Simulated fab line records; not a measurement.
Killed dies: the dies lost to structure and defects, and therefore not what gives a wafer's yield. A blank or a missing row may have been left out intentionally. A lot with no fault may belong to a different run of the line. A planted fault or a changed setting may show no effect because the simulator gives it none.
Matching of chambers || flow nand_harc || 3 sister chambers for NHARC_P_M0_DEP_32 on pecvd-04
The step deposits SiCN, target thk 30 nm. 3 wafers are shown with their chamber, then 8 later ones without.

EACH WAFER AND ITS CHAMBER
{"wafer": "L739.2", "chamber": 1, "chamber_pressure_Torr (Torr)": 3.001}
{"wafer": "L739.3", "chamber": 2, "chamber_pressure_Torr (Torr)": 3.007}
{"wafer": "L741.1", "chamber": 0, "chamber_pressure_Torr (Torr)": 3.002}

WAFERS WHOSE CHAMBER IS MISSING
{"wafer": "L741.3", "chamber_pressure_Torr (Torr)": 3.000}
{"wafer": "L741.6", "chamber_pressure_Torr (Torr)": 2.990}
{"wafer": "L743.2", "chamber_pressure_Torr (Torr)": 2.988}
{"wafer": "L743.4", "chamber_pressure_Torr (Torr)": 2.995}
{"wafer": "L743.5", "chamber_pressure_Torr (Torr)": 2.985}
{"wafer": "L744.3", "chamber_pressure_Torr (Torr)": 2.995}
{"wafer": "L744.4", "chamber_pressure_Torr (Torr)": 3.009}
{"wafer": "L744.5", "chamber_pressure_Torr (Torr)": 3.007}

CHAMBER TAKEN BY EACH
{"wafer": "L741.3", "from the rows above": "can't be placed: 1 or 0 or 2", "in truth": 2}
{"wafer": "L741.6", "from the rows above": "can't be placed: 1 or 0 or 2", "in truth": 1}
{"wafer": "L743.2", "from the rows above": "can't be placed: 1 or 0 or 2", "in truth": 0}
{"wafer": "L743.4", "from the rows above": "can't be placed: 1 or 0 or 2", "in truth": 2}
{"wafer": "L743.5", "from the rows above": "can't be placed: 1 or 0 or 2", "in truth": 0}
{"wafer": "L744.3", "from the rows above": "can't be placed: 1 or 0 or 2", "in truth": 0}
{"wafer": "L744.4", "from the rows above": "can't be placed: 2 or 0 or 1", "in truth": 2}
{"wafer": "L744.5", "from the rows above": "can't be placed: 2 or 0 or 1", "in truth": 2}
Correctly placed: 0 of 8. These rows do not allow placing 8 (true chamber among the candidates in 8). 0 placed wrongly.
How it was worked out, from the rows above alone: a wafer's distance from a chamber is the root of the sum, over the readings, of the square of ((its reading less the chamber's mean) divided by the reading's scatter). If the next closest chamber is less than 2 further off than the closest, the wafer can't be placed; otherwise it belongs to the closest. For every chamber, the mean is computed from those of its wafers that are shown. The scatter (one wafer shown for each chamber): square how far every hidden wafer sits from the nearest shown wafer, average those squares and take the square root.
